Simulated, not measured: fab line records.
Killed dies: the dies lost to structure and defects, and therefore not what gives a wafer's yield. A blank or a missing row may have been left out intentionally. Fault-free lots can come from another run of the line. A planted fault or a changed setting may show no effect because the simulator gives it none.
fab line records + flow nand-harc + part 2 of 2: steps 4 to 6 of 6
record
- lots=24
- wafers=72
- last-day=33
route steps=1302 shown P_GATE@124 P_CONTACT@233
lots untouched by any fault: they come from a run of this same line in which no faults occurred
start-h: hours from the record's first day to the start of the lot's first wafer shown + wait-h: hours since the lot's step before + " unchanged from the row above + L1.1+2: several wafers, shown together as one row + - either no value or no given start + * or withheld: withheld + < > ~ a bound
route shown NAME@n: names a module that has steps shown in the file, with the first one's number in the route + usual: mean/standard deviation taken from wafers without a fault + same: alike in all rows + chamber/n: place in a boat + sites: each site's reading + _std_site: the values' standard deviation + _edge_site: inner sites' mean taken away from outer sites' mean + radius-mm: how far each site lies from the wafer's centre + mask NAME#n: copy n + behind: the most recent tool/chamber to have shaped the wafer + hold: why the lot was held/for how many hours/how that ended + device: which transistor (n, p or np) failed to switch + end of line: tests run on the same wafers once the route is complete + for a step that has no rows: nothing shown but its recipe + killed: the dies lost at the first sort to structure and to defects; this is not the yield of the wafer + map: a wafer's dies, marking killed ones x, the rest . and places with no die _
set.NAME: setting as actually run; set.NAME@STEP: the setting as run at that earlier step + model.NAME: the simulator's own value behind a step, which no gauge read
the route's steps for a sample of lots (tables are steps, rows are wafers)
services: a tool's chamber out of use, with start hour (start-h, from the record's first day; less than 0 if before it), hours out, and reason
## steps
# step NHARC_P_GATE_DESCUM_93
# recipe
- time-s=3
- o2-flow-sccm=200
- ar-flow-sccm=0
- bias-power-w=0
- chemistry=O2
# usual
- chamber-pressure-mTorr=60.00/0.056
- drypump-motor-current-A=5.6/0.48
- oes-product-au=1.004/0.0062
- rf-vpp-V=57.9/0.9
- showerhead-plenum-p-Torr=1.94/0.077
- throttle-valve-pct=11.310/0.009
| lot.wafer | tool        | chamber | start-h | wait-h | chamber-pressure-mTorr | drypump-motor-current-A | oes-product-au | rf-hours-counter-h | rf-vpp-V | showerhead-plenum-p-Torr | throttle-valve-pct |
|-----------|-------------|---------|---------|--------|------------------------|-------------------------|----------------|--------------------|----------|--------------------------|--------------------|
| L074.2    | rie-diel-10 | 2       | 111.18  | -      | 60.09                  | 6.4                     | 1.020          | 4.2                | 59.8     | 1.95                     | 11.299             |
| L074.1    | "           | 0       | "       | "      | 59.99                  | 6.2                     | 1.009          | 4.0                | 57.4     | 2.04                     | 11.298             |
| L074.4    | "           | 1       | "       | "      | 59.93                  | 5.6                     | 1.007          | 2.0                | 56.7     | 1.86                     | 11.307             |
| L075.1    | rie-diel-11 | 0       | 122.65  | -      | 59.99                  | 5.1                     | 1.006          | 1.8                | 57.0     | 1.84                     | 11.314             |
| L075.3    | "           | 3       | "       | "      | 59.99                  | 6.0                     | 1.010          | 1.7                | 55.1     | 1.81                     | 11.295             |
| L075.6    | "           | 0       | "       | "      | 60.04                  | 5.1                     | 1.008          | -                  | 56.9     | 1.84                     | 11.324             |
| L076.4    | rie-diel-11 | 0       | 136.99  | -      | 59.98                  | 5.2                     | 1.007          | 3.4                | 57.0     | 1.84                     | 11.322             |
| L076.1    | "           | 3       | "       | "      | 59.88                  | 6.1                     | 1.000          | 3.3                | 57.5     | 1.81                     | 11.304             |
| L076.5    | "           | 0       | "       | "      | 60.02                  | 5.1                     | 1.002          | -                  | 57.3     | 1.84                     | 11.320             |
| L077.4    | rie-diel-03 | 2       | 146.75  | -      | 59.96                  | 5.2                     | 1.007          | 2.8                | 56.1     | 1.94                     | 11.308             |
| L077.5    | "           | 2       | "       | "      | 60.01                  | 5.2                     | 1.007          | -                  | 58.3     | 1.94                     | 11.317             |
| L077.6    | "           | 3       | "       | "      | 60.03                  | 5.0                     | 1.006          | -                  | 57.0     | 1.90                     | 11.317             |
| L078.2    | rie-diel-11 | 2       | 156.98  | -      | 60.02                  | 5.9                     | 1.004          | 3.1                | 57.9     | 1.94                     | 11.311             |
| L078.1    | "           | 1       | "       | "      | 59.96                  | 5.0                     | 1.001          | 3.9                | 57.6     | 1.91                     | 11.307             |
| L078.6    | "           | 2       | "       | "      | 60.11                  | 5.9                     | 1.004          | -                  | 59.0     | 1.94                     | 11.308             |
| L079.1    | rie-diel-11 | 3       | 162.75  | -      | 60.01                  | 6.0                     | 0.993          | 4.6                | 55.8     | 1.81                     | 11.309             |
| L079.4    | "           | 1       | "       | "      | 59.98                  | 4.9                     | 0.991          | 3.9                | 58.2     | 1.91                     | 11.309             |
| L079.6    | "           | 3       | "       | "      | 59.98                  | 6.1                     | 0.999          | -                  | 58.6     | 1.81                     | 11.323             |
| L080.3    | rie-diel-03 | 0       | 168.65  | -      | 60.06                  | 5.7                     | 1.004          | 2.7                | 56.9     | 2.06                     | 11.312             |
| L080.2    | "           | 1       | "       | "      | 59.96                  | 6.1                     | 1.013          | 3.3                | 58.1     | 2.01                     | 11.317             |
| L080.5    | "           | 1       | "       | "      | 59.92                  | 6.1                     | 1.004          | -                  | 59.0     | 2.01                     | 11.316             |
| L081.2    | rie-diel-03 | 0       | 181.80  | -      | 59.91                  | 5.7                     | 1.013          | 3.0                | 57.8     | 2.06                     | 11.294             |
| L081.3    | "           | 2       | "       | "      | 59.91                  | 5.2                     | 1.012          | 4.7                | 57.6     | 1.94                     | 11.318             |
| L081.4    | "           | 3       | "       | "      | 59.98                  | 5.0                     | 1.007          | 4.3                | 57.4     | 1.90                     | 11.281             |
| L082.3    | rie-diel-03 | 2       | 197.17  | -      | 59.95                  | 5.2                     | 0.999          | 5.9                | 57.8     | 1.94                     | 11.317             |
| L082.4    | "           | 1       | "       | "      | 59.94                  | 6.1                     | 1.007          | 4.9                | 58.8     | 2.01                     | 11.309             |
| L082.5    | "           | 3       | "       | "      | 60.00                  | 4.9                     | 1.007          | -                  | 57.6     | 1.90                     | 11.319             |
| L083.4    | rie-diel-03 | 0       | 203.37  | -      | 60.11                  | 5.7                     | 0.988          | 4.1                | 58.8     | 2.06                     | 11.300             |
| L083.3    | "           | 1       | "       | "      | 60.09                  | 6.1                     | 1.001          | 5.0                | 56.8     | 2.01                     | 11.313             |
| L083.6    | "           | 1       | "       | "      | 59.97                  | 6.1                     | 1.003          | -                  | 58.1     | 2.01                     | 11.298             |
| L084.1    | rie-diel-10 | 0       | 219.36  | -      | 60.04                  | 6.1                     | 1.007          | 10.9               | 57.5     | 2.04                     | 11.308             |
| L084.5    | "           | 3       | "       | "      | 59.98                  | 5.1                     | 1.007          | -                  | 58.3     | 1.97                     | 11.311             |
| L084.6    | "           | 0       | "       | "      | 60.14                  | 6.2                     | 0.998          | -                  | 57.6     | 2.04                     | 11.303             |
| L085.4    | rie-diel-10 | 2       | 220.47  | -      | 59.93                  | 6.4                     | 1.005          | 9.8                | 58.4     | 1.95                     | 11.320             |
| L085.3    | "           | 3       | "       | "      | 60.09                  | 5.1                     | 1.006          | 11.7               | 58.4     | 1.97                     | 11.323             |
| L085.1    | "           | 0       | "       | "      | 60.03                  | 6.1                     | 1.006          | 10.9               | 57.0     | 2.04                     | 11.295             |
| L086.2    | rie-diel-03 | 2       | 229.94  | -      | 59.97                  | 5.2                     | 0.996          | 6.7                | 59.0     | 1.94                     | 11.308             |
| L086.6    | "           | 1       | "       | "      | 60.01                  | 6.1                     | 0.998          | -                  | 57.5     | 2.01                     | 11.313             |
| L086.5    | "           | 2       | "       | "      | 59.99                  | 5.2                     | 1.005          | -                  | 56.5     | 1.94                     | 11.314             |
| L087.2    | rie-diel-03 | 1       | 244.45  | -      | 59.99                  | 6.1                     | 1.016          | 6.7                | 59.3     | 2.01                     | 11.316             |
| L087.1    | "           | 2       | "       | "      | 59.95                  | 5.2                     | 1.009          | 7.4                | 58.6     | 1.94                     | 11.325             |
| L087.6    | "           | 0       | "       | "      | 60.03                  | 5.7                     | 0.998          | -                  | 58.2     | 2.06                     | 11.315             |
| L089.2    | rie-diel-10 | 2       | 260.59  | -      | 60.07                  | 6.3                     | 1.011          | 1.5                | 57.5     | 1.95                     | 11.303             |
| L089.1    | "           | 0       | "       | "      | 59.95                  | 6.2                     | 0.995          | 1.0                | 58.0     | 2.03                     | 11.329             |
| L089.6    | "           | 1       | "       | "      | 60.01                  | 5.6                     | 1.009          | -                  | 57.6     | 1.85                     | 11.312             |
| L088.4    | rie-diel-03 | 0       | 261.08  | -      | 60.05                  | 5.7                     | 1.015          | 6.8                | 59.1     | 2.06                     | 11.327             |
| L088.1    | "           | 2       | "       | "      | 59.97                  | 5.2                     | 1.008          | 8.6                | 58.6     | 1.94                     | 11.317             |
| L088.5    | "           | 3       | "       | "      | 60.04                  | 5.0                     | 1.002          | -                  | 57.3     | 1.89                     | 11.323             |
| L090.1    | rie-diel-11 | 0       | 270.20  | -      | 59.95                  | 5.1                     | 0.998          | 0.2                | 58.7     | 1.84                     | 11.307             |
| L090.4    | "           | 1       | "       | "      | 59.92                  | 4.9                     | 1.020          | 0.2                | 56.5     | 1.91                     | 11.314             |
| L090.6    | "           | 3       | "       | "      | 60.14                  | 6.1                     | 1.009          | -                  | 58.3     | 1.81                     | 11.301             |
| L091.1    | rie-diel-11 | 1       | 281.19  | -      | 59.96                  | 4.9                     | 0.999          | 0.5                | 58.0     | 1.91                     | 11.309             |
| L091.4    | "           | 3       | "       | "      | 59.91                  | 6.1                     | 1.006          | 0.5                | 57.8     | 1.81                     | 11.310             |
| L091.2    | "           | 0       | "       | "      | 60.06                  | 5.1                     | 1.003          | 0.5                | 56.9     | 1.84                     | 11.306             |
| L092.2    | rie-diel-11 | 0       | 289.43  | -      | 59.98                  | 5.1                     | 1.006          | 0.5                | 58.4     | 1.84                     | 11.316             |
| L092.4    | "           | 1       | "       | "      | 60.00                  | 5.0                     | 1.000          | 0.5                | 57.2     | 1.91                     | 11.301             |
| L092.6    | "           | 2       | "       | "      | 60.04                  | 5.9                     | 1.013          | -                  | 57.4     | 1.93                     | 11.308             |
| L093.1    | rie-diel-11 | 2       | 306.91  | -      | 59.96                  | 5.9                     | 1.005          | 0.8                | 57.1     | 1.93                     | 11.317             |
| L093.2    | "           | 0       | "       | "      | 59.95                  | 5.1                     | 1.001          | 0.9                | 57.0     | 1.84                     | 11.304             |
| L093.5    | "           | 3       | "       | "      | 59.99                  | 6.0                     | 0.998          | -                  | 58.3     | 1.81                     | 11.321             |
| L094.1    | rie-diel-03 | 3       | 311.86  | -      | 60.00                  | 5.0                     | 1.000          | 1.5                | 57.7     | 1.89                     | 11.306             |
| L094.5    | "           | 3       | "       | "      | 59.96                  | 5.0                     | 1.008          | -                  | 58.4     | 1.89                     | 11.313             |
| L094.4    | "           | 0       | "       | "      | 60.01                  | 5.7                     | 1.004          | -                  | 59.4     | 2.06                     | 11.316             |
| L095.2    | rie-diel-03 | 1       | 323.08  | -      | 59.97                  | 6.1                     | 1.003          | 1.4                | 58.0     | 2.01                     | 11.304             |
| L095.4    | "           | 2       | "       | "      | 60.11                  | 5.2                     | 1.008          | 3.3                | 56.8     | 1.94                     | 11.303             |
| L095.5    | "           | 1       | "       | "      | 60.08                  | 6.1                     | 1.008          | -                  | 59.5     | 2.01                     | 11.320             |
| L096.4    | rie-diel-03 | 0       | 335.21  | -      | 59.91                  | 5.7                     | 1.001          | 3.1                | 57.9     | 2.06                     | 11.303             |
| L096.2    | "           | 1       | "       | "      | 60.02                  | 6.1                     | 1.007          | 1.8                | 58.7     | 2.01                     | 11.300             |
| L096.6    | "           | 2       | "       | "      | 59.96                  | 5.2                     | 1.002          | -                  | 57.4     | 1.94                     | 11.311             |
| L097.4    | rie-diel-11 | 0       | 342.72  | -      | 59.92                  | 5.1                     | 1.003          | 2.0                | 56.9     | 1.84                     | 11.320             |
| L097.2    | "           | 2       | "       | "      | 59.91                  | 5.9                     | 1.007          | 2.4                | 58.7     | 1.93                     | 11.311             |
| L097.6    | "           | 0       | "       | "      | 60.05                  | 5.1                     | 0.996          | -                  | 58.4     | 1.84                     | 11.320             |
# step NHARC_P_CONTACT_OVL_MEAS_13
# usual
- overlay-x-nm=-0.1/0.62
- overlay-y-nm=0.1/0.61
| lot.wafer | tool       | chamber | start-h | wait-h | overlay-x-nm | overlay-y-nm |
|-----------|------------|---------|---------|--------|--------------|--------------|
| L074.1    | overlay-02 | -       | 115.88  | -      | -0.1         | -0.5         |
| L074.2    | "          | -       | "       | "      | 0.1          | -0.9         |
| L074.4    | "          | -       | "       | "      | 0.3          | -0.2         |
| L075.1    | overlay-01 | -       | 127.20  | -      | -0.4         | -0.3         |
| L075.3    | "          | -       | "       | "      | -0.8         | -0.3         |
| L075.6    | "          | -       | "       | "      | -0.2         | -0.3         |
| L076.1    | overlay-01 | -       | 141.47  | -      | 0.7          | 0.0          |
| L076.4    | "          | -       | "       | "      | 0.0          | -0.1         |
| L076.5    | "          | -       | "       | "      | 0.2          | 0.1          |
| L077.4    | overlay-02 | -       | 151.37  | -      | -0.4         | 0.4          |
| L077.5    | "          | -       | "       | "      | -0.5         | 0.0          |
| L077.6    | "          | -       | "       | "      | 0.0          | 0.1          |
| L078.1    | overlay-02 | -       | 161.59  | -      | -0.5         | -0.6         |
| L078.2    | "          | -       | "       | "      | -0.7         | -0.6         |
| L078.6    | "          | -       | "       | "      | -0.3         | -0.9         |
| L079.1    | overlay-02 | -       | 167.36  | -      | 0.3          | 0.7          |
| L079.4    | "          | -       | "       | "      | -0.2         | 0.6          |
| L079.6    | "          | -       | "       | "      | 0.4          | 1.0          |
| L080.2    | overlay-01 | -       | 173.14  | -      | 0.3          | 0.0          |
| L080.3    | "          | -       | "       | "      | 0.3          | 0.0          |
| L080.5    | "          | -       | "       | "      | 0.3          | -0.1         |
| L081.2    | overlay-01 | -       | 186.40  | -      | -0.5         | -0.6         |
| L081.3    | "          | -       | "       | "      | -0.6         | -0.1         |
| L081.4    | "          | -       | "       | "      | 0.2          | -1.1         |
| L082.3    | overlay-02 | -       | 201.79  | -      | 0.0          | 0.5          |
| L082.4    | "          | -       | "       | "      | 0.4          | 0.6          |
| L082.5    | "          | -       | "       | "      | 0.2          | 0.4          |
| L083.3    | overlay-02 | -       | 208.00  | -      | -1.7         | 0.5          |
| L083.4    | "          | -       | "       | "      | -1.3         | 1.1          |
| L083.6    | "          | -       | "       | "      | -0.9         | 0.5          |
| L084.1    | overlay-02 | -       | 223.83  | -      | 0.5          | 0.2          |
| L084.5    | "          | -       | "       | "      | -0.3         | 0.7          |
| L084.6    | "          | -       | "       | "      | 0.1          | -0.5         |
| L085.1    | overlay-02 | -       | 225.10  | -      | 0.9          | 0.0          |
| L085.3    | "          | -       | "       | "      | 0.8          | -0.3         |
| L085.4    | "          | -       | "       | "      | 0.3          | -0.4         |
| L086.2    | overlay-02 | -       | 234.54  | -      | -1.6         | 0.5          |
| L086.5    | "          | -       | "       | "      | -2.0         | -0.1         |
| L086.6    | "          | -       | "       | "      | -1.8         | 0.4          |
| L087.1    | overlay-02 | -       | 249.04  | -      | -1.1         | -0.5         |
| L087.2    | "          | -       | "       | "      | -0.8         | -1.1         |
| L087.6    | "          | -       | "       | "      | -0.6         | -1.3         |
| L089.1    | overlay-02 | -       | 265.05  | -      | -0.6         | -0.1         |
| L089.2    | "          | -       | "       | "      | -0.9         | 0.0          |
| L089.6    | "          | -       | "       | "      | -0.6         | -0.4         |
| L088.1    | overlay-01 | -       | 265.76  | -      | 0.5          | -0.2         |
| L088.4    | "          | -       | "       | "      | 0.7          | 0.8          |
| L088.5    | "          | -       | "       | "      | 0.1          | 0.0          |
| L090.1    | overlay-02 | -       | 274.82  | -      | 0.3          | 0.3          |
| L090.4    | "          | -       | "       | "      | 0.6          | 0.7          |
| L090.6    | "          | -       | "       | "      | 0.7          | 0.4          |
| L091.1    | overlay-02 | -       | 285.83  | -      | -0.4         | 0.9          |
| L091.2    | "          | -       | "       | "      | -0.4         | 0.1          |
| L091.4    | "          | -       | "       | "      | 0.5          | 1.0          |
| L092.2    | overlay-02 | -       | 294.55  | -      | -0.2         | 0.6          |
| L092.4    | "          | -       | "       | "      | -0.7         | 0.3          |
| L092.6    | "          | -       | "       | "      | -0.3         | 0.5          |
| L093.1    | overlay-01 | -       | 311.40  | -      | 0.0          | 1.1          |
| L093.2    | "          | -       | "       | "      | 0.1          | 1.0          |
| L093.5    | "          | -       | "       | "      | -0.2         | 1.0          |
| L094.1    | overlay-01 | -       | 316.53  | -      | 0.3          | -0.7         |
| L094.4    | "          | -       | "       | "      | 0.3          | -1.1         |
| L094.5    | "          | -       | "       | "      | -0.2         | -1.1         |
| L095.2    | overlay-01 | -       | 327.80  | -      | 0.6          | -0.1         |
| L095.4    | "          | -       | "       | "      | 0.8          | 0.2          |
| L095.5    | "          | -       | "       | "      | 0.4          | -0.6         |
| L096.2    | overlay-02 | -       | 339.80  | -      | -0.9         | 0.3          |
| L096.4    | "          | -       | "       | "      | 0.1          | 0.3          |
| L096.6    | "          | -       | "       | "      | -0.3         | 0.3          |
| L097.2    | overlay-02 | -       | 347.57  | -      | 0.3          | 0.4          |
| L097.4    | "          | -       | "       | "      | -0.5         | 0.5          |
| L097.6    | "          | -       | "       | "      | -0.3         | 0.0          |
# step NHARC_P_CONTACT_INSPECT_14
# usual
- raw-defect-count=3.7/2.2
| lot.wafer | tool              | chamber | start-h | wait-h | raw-defect-count |
|-----------|-------------------|---------|---------|--------|------------------|
| L074.1    | defect-inspect-02 | -       | 115.92  | 0.0    | 2                |
| L074.2    | "                 | -       | "       | "      | 2                |
| L074.4    | "                 | -       | "       | "      | 5                |
| L075.1    | defect-inspect-01 | -       | 127.24  | 0.0    | 4                |
| L075.3    | "                 | -       | "       | "      | 3                |
| L075.6    | "                 | -       | "       | "      | 5                |
| L076.1    | defect-inspect-01 | -       | 141.50  | 0.0    | 5                |
| L076.4    | "                 | -       | "       | "      | 7                |
| L076.5    | "                 | -       | "       | "      | 7                |
| L077.4    | defect-inspect-01 | -       | 151.40  | 0.0    | 3                |
| L077.5    | "                 | -       | "       | "      | 4                |
| L077.6    | "                 | -       | "       | "      | 3                |
| L078.1    | defect-inspect-02 | -       | 161.63  | 0.0    | 6                |
| L078.2    | "                 | -       | "       | "      | 2                |
| L078.6    | "                 | -       | "       | "      | 3                |
| L079.1    | defect-inspect-01 | -       | 167.40  | 0.0    | 2                |
| L079.4    | "                 | -       | "       | "      | 1                |
| L079.6    | "                 | -       | "       | "      | 1                |
| L080.2    | defect-inspect-01 | -       | 173.18  | 0.0    | 4                |
| L080.3    | "                 | -       | "       | "      | 4                |
| L080.5    | "                 | -       | "       | "      | 4                |
| L081.2    | defect-inspect-01 | -       | 186.44  | 0.0    | 1                |
| L081.3    | "                 | -       | "       | "      | 5                |
| L081.4    | "                 | -       | "       | "      | 3                |
| L082.3    | defect-inspect-02 | -       | 201.82  | 0.0    | 2                |
| L082.4    | "                 | -       | "       | "      | 2                |
| L082.5    | "                 | -       | "       | "      | 3                |
| L083.3    | defect-inspect-02 | -       | 208.04  | 0.0    | 4                |
| L083.4    | "                 | -       | "       | "      | 2                |
| L083.6    | "                 | -       | "       | "      | 2                |
| L084.1    | defect-inspect-01 | -       | 223.86  | 0.0    | 2                |
| L084.5    | "                 | -       | "       | "      | 4                |
| L084.6    | "                 | -       | "       | "      | 3                |
| L085.1    | defect-inspect-02 | -       | 225.13  | 0.0    | 4                |
| L085.3    | "                 | -       | "       | "      | 4                |
| L085.4    | "                 | -       | "       | "      | 5                |
| L086.2    | defect-inspect-01 | -       | 234.57  | 0.0    | 3                |
| L086.5    | "                 | -       | "       | "      | 3                |
| L086.6    | "                 | -       | "       | "      | 5                |
| L087.1    | defect-inspect-02 | -       | 249.08  | 0.0    | 5                |
| L087.2    | "                 | -       | "       | "      | 6                |
| L087.6    | "                 | -       | "       | "      | 5                |
| L089.1    | defect-inspect-02 | -       | 265.08  | 0.0    | 0                |
| L089.2    | "                 | -       | "       | "      | 1                |
| L089.6    | "                 | -       | "       | "      | 3                |
| L088.1    | defect-inspect-01 | -       | 265.80  | 0.0    | 2                |
| L088.4    | "                 | -       | "       | "      | 3                |
| L088.5    | "                 | -       | "       | "      | 9                |
| L090.1    | defect-inspect-01 | -       | 274.85  | 0.0    | 2                |
| L090.4    | "                 | -       | "       | "      | 6                |
| L090.6    | "                 | -       | "       | "      | 2                |
| L091.1    | defect-inspect-01 | -       | 285.86  | 0.0    | 5                |
| L091.2    | "                 | -       | "       | "      | 4                |
| L091.4    | "                 | -       | "       | "      | 4                |
| L092.2    | defect-inspect-01 | -       | 294.59  | 0.0    | 3                |
| L092.4    | "                 | -       | "       | "      | 5                |
| L092.6    | "                 | -       | "       | "      | 8                |
| L093.1    | defect-inspect-01 | -       | 311.43  | 0.0    | 4                |
| L093.2    | "                 | -       | "       | "      | 5                |
| L093.5    | "                 | -       | "       | "      | 3                |
| L094.1    | defect-inspect-02 | -       | 316.56  | 0.0    | 7                |
| L094.4    | "                 | -       | "       | "      | 6                |
| L094.5    | "                 | -       | "       | "      | 0                |
| L095.2    | defect-inspect-02 | -       | 327.83  | 0.0    | 2                |
| L095.4    | "                 | -       | "       | "      | 2                |
| L095.5    | "                 | -       | "       | "      | 1                |
| L096.2    | defect-inspect-01 | -       | 339.83  | 0.0    | 4                |
| L096.4    | "                 | -       | "       | "      | 4                |
| L096.6    | "                 | -       | "       | "      | 1                |
| L097.2    | defect-inspect-02 | -       | 347.60  | 0.0    | 1                |
| L097.4    | "                 | -       | "       | "      | 5                |
| L097.6    | "                 | -       | "       | "      | 2                |
## services
| tool        | chamber | start-h | hours | kind   |
|-------------|---------|---------|-------|--------|
| rie-diel-11 | 0       | 57.53   | -     | clean  |
| rie-diel-11 | 1       | 57.53   | -     | clean  |
| rie-diel-11 | 2       | 57.53   | -     | clean  |
| rie-diel-11 | 3       | 57.53   | -     | clean  |
| rie-diel-10 | 1       | 62.29   | 33.3  | repair |
| rie-diel-03 | 0       | 65.08   | 4.8   | repair |
| rie-diel-10 | -       | 65.50   | 9.0   | pm     |
| rie-diel-11 | -       | 78.50   | 9.0   | pm     |
| rie-diel-03 | -       | 104.74  | 9.0   | pm     |
| rie-diel-11 | 2       | 126.05  | 7.7   | repair |
| rie-diel-10 | 2       | 182.30  | 7.7   | repair |
| rie-diel-03 | 0       | 214.16  | 5.1   | repair |
| rie-diel-11 | 3       | 235.76  | 19.0  | repair |
| rie-diel-10 | -       | 242.50  | 9.0   | pm     |
| rie-diel-03 | 3       | 248.65  | 1.2   | repair |
| rie-diel-11 | -       | 255.50  | 9.0   | pm     |
| rie-diel-11 | -       | 277.05  | 0.4   | repair |
| rie-diel-10 | 3       | 278.53  | 4.3   | repair |
| rie-diel-03 | 0       | 279.47  | 6.5   | repair |
| rie-diel-03 | -       | 281.74  | 9.0   | pm     |
| rie-diel-03 | 1       | 311.32  | 4.6   | repair |
| rie-diel-03 | 1       | 317.73  | 4.5   | repair |
| rie-diel-11 | 1       | 323.29  | 5.4   | repair |
| rie-diel-10 | 3       | 341.82  | 6.0   | repair |
